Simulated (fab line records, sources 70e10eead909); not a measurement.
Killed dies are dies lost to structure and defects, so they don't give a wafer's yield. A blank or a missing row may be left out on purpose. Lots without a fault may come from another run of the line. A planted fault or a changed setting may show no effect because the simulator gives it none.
Chamber matching | flow nand_harc | NHARC_A_STAIRCASE_DESCUM_186 on rie_diel-04: 4 sister chambers
The step chemistry O2, time 3 s. 8 wafers are shown with their chamber, then 7 later ones without.

WAFERS WITH THEIR CHAMBER
wafer  | chamber | showerhead_plenum_p_Torr (Torr) | rf_vpp_V (V)
L089.5 | 0       | 1.86                            | 57.7
L087.1 | 2       | 1.82                            | 58.0
L087.2 | 3       | 1.79                            | 55.9
L087.3 | 0       | 1.85                            | 57.1
L090.4 | 2       | 1.82                            | 58.3
L090.5 | 1       | 1.90                            | 58.3
L092.3 | 1       | 1.90                            | 57.5
L092.5 | 3       | 1.79                            | 55.8

WAFERS WITHOUT THEIR CHAMBER
wafer  | showerhead_plenum_p_Torr (Torr) | rf_vpp_V (V)
L092.6 | 1.85                            | 57.5
L094.1 | 1.85                            | 56.9
L094.2 | 1.79                            | 56.4
L094.3 | 1.90                            | 57.4
L097.1 | 1.89                            | 56.9
L097.5 | 1.78                            | 57.7
L097.6 | 1.81                            | 57.6

WHICH CHAMBER EACH WENT THROUGH
wafer  | from the rows above | in truth
L092.6 | 0                   | 0
L094.1 | 0                   | 0
L094.2 | 3                   | 3
L094.3 | 1                   | 1
L097.1 | 1                   | 1
L097.5 | 3                   | 3
L097.6 | 2                   | 2
Placed correctly: 7 of 7. Can't be placed from these rows: 0. Placed wrongly: 0.
How it was worked out, from the rows above alone: a wafer's distance from a chamber is the root of the sum, over the readings, of the square of ((its reading less the chamber's mean) divided by the reading's scatter). The wafer belongs to the nearest chamber; if the next one is less than 2 further off, it can't be placed. A chamber's mean is the mean of its shown wafers. The scatter: the root of (the sum of the squares of (reading less its chamber's mean) over the shown wafers, divided by (wafers less chambers)).
